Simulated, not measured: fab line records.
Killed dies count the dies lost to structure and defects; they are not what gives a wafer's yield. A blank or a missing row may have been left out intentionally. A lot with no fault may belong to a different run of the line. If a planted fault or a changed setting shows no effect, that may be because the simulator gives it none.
Comparing a struck lot with a sound one / flow n5_finfet / 31 out of 1938 route steps
Sound: the wafers L721.1, L721.3, L721.6. The struck wafers were L730.1, L730.3, L730.5. The cause comes at the end.
Per side, at each step with rows, come the tool, then ch with its chambers, and then its first start. Under that, the readings that differ: sound wafers / struck wafers / difference of the means / sigmas: that difference in standard deviations of wafers without a fault.
alike: readings whose means differ by less than 2 such deviations, and words and numbers that are the same on both sides. not compared: withheld readings, readings that some wafer has no value for, bounds like >300 that may hide the same value, and numbers for which the record gives no deviation and whose values overlap.
A row with sigmas, a row that says differs or no value, or rows on one side alone: a step with any of these is where the two part. Numbers that have no deviation but don't overlap get no sigmas and don't part them. Lack of a reading on every wafer of one side parts them only where that side has two or more wafers.

first, 9 steps without rows for these wafers: N5_BEOL_M7_DESCUM_33 (chemistry O2, time 7 s); N5_BEOL_M7_ETCH_72 (etches underlayer in N2/H2, target depth 6.5 nm, time 5.2 s); N5_BEOL_M7_ETCH_65 (etches SiARC in CF4, target depth 15.6 nm, time 26 s); N5_BEOL_M7_ETCH_66 (etches SOC in N2/H2, target depth 80 nm, overetch 16 nm, time 120 s); N5_BEOL_M7_STRIP_69 (strips in N2/H2); N5_BEOL_M7_STRIP_73 (strips in N2/H2); N5_BEOL_M7_VIA_ETCH_34 (etches SiCOH lowk in C4F6/O2, target depth 125.5 nm, time 50.5 s); N5_BEOL_M7_STRIP_76 (strips in C4F6/O2); N5_BEOL_M7_STRIP_36 (strips in N2/H2).
N5_BEOL_M7_TRENCH_ETCH_37: etches SiCOH lowk in C4F6/O2, target depth 93.478 nm, time 31.2 s.
  sound on rie_diel-02 ch 0,3, day 11 04:14; struck on rie_diel-02 ch 1,2,3, day 13 19:23
reading=bias_w (W); sound=185.8 185.3 185.5; struck=164.0 163.2 164.2; difference=-21.7; sigmas=-40
reading=rf_vpp_V (V); sound=668 669 668; struck=601 606 597; difference=-67; sigmas=-11
reading=model.etch.depth_nm (nm); sound=92.31 93.48 92.55; struck=89.24 89.5 89.12; difference=-3.49; sigmas=
reading=model.BEOL_M7.feature_depth_nm (nm); sound=92.4 93.4 92.6; struck=89.2 89.6 89.2; difference=-3.5; sigmas=
  alike: C4F6_flow_sccm, drypump_motor_current_A, oes_product_au, showerhead_plenum_p_Torr, throttle_valve_pct
  not compared: rf_hours_counter_h
then, 2 steps without rows for these wafers: N5_BEOL_M7_ETCH_41 (etches SiCN in CH3F/O2, target depth 31.9 nm, time 57.8 s); N5_BEOL_M7_STRIP_80 (strips in N2/H2, time 10 s).
N5_BEOL_M7_OCD_MEAS_38:
  sound on ocd-01 at day 11 04:23; struck on ocd-02 at day 13 19:32
reading=trench_depth_nm (nm); sound=93.0 93.1 92.2; struck=89.7 89.8 89.3; difference=-3.2; sigmas=-4
then, 13 steps without rows for these wafers: N5_BEOL_M7_HM_STRIP_39 (strips TiN in peroxide tin strip, target depth 25 nm, time 158 s); N5_BEOL_M7_SRD_40 (time 30 s); N5_BEOL_M7_PRECLEAN_42 (cleans in residue remover, time 60 s); N5_BEOL_M7_SRD_43 (time 30 s); N5_BEOL_M7_CURE_75 (cures SiCOH lowk, time 120 s); N5_BEOL_M7_DEGAS_44 (time 60 s); N5_BEOL_M7_PRE_CLEAN_45 (time 30 s); N5_BEOL_M7_ALD_77 (deposits TaN, target thk 2 nm, pulse time 2 s, purge time 3 s); N5_BEOL_M7_SURFACE_TREAT_79; N5_BEOL_M7_CVD_78 (deposits Co from CCTBA/H2, target thk 2 nm, time 142.3 s); N5_BEOL_M7_SPUTTER_48 (material Cu, target thk 10 nm, time 1.667 s); N5_BEOL_M7_ECD_50 (material Cu, target thk 300 nm); N5_BEOL_M7_ANNEAL_51 (time 90 s).
N5_BEOL_M7_CMP_52: polishes, stops on SiCOH lowk, t overpolish 6.9 s, target thk 80 nm.
  sound on cmp-04 ch 0,2, day 11 07:38; struck on cmp-01 ch 0,2,3, day 13 22:34
reading=model.Cu_of_BEOL_M7_ECD_50.thk_nm (nm); sound=77.4 80.2 78.8; struck=77 77.2 77; difference=-2; sigmas=
  alike: barrier_field_endpoint_s, motor_current_A, overpolish_run_s, platen_rpm, time_to_endpoint_s
then, 2 steps without rows for these wafers: N5_BEOL_M7_PRE_CLEAN_55 (time 15 s); N5_BEOL_M7_DEP_56 (deposits SiCN from 3MS/NH3, target thk 10 nm, time 17.5 s).
N5_BEOL_M7_RS_MEAS_57: uses a four-point probe to measure.
  sound on film_metro-01 at day 11 08:01; struck on film_metro-02 at day 13 22:55
  alike: M7_RS
following that, these wafers have no rows for 1 step: N5_PASSIVATION_PROBE_49.

WHERE THEY PART
First at N5_BEOL_M7_TRENCH_ETCH_37; last, within this record, at N5_BEOL_M7_OCD_MEAS_38. Later steps at which nothing parts them and some readings are alike: N5_BEOL_M7_CMP_52, N5_BEOL_M7_RS_MEAS_57.

WHY: whatever the simulator had introduced
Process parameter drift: rie_diel-02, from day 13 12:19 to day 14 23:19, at N5_BEOL_M7_TRENCH_ETCH_37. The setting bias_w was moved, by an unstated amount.
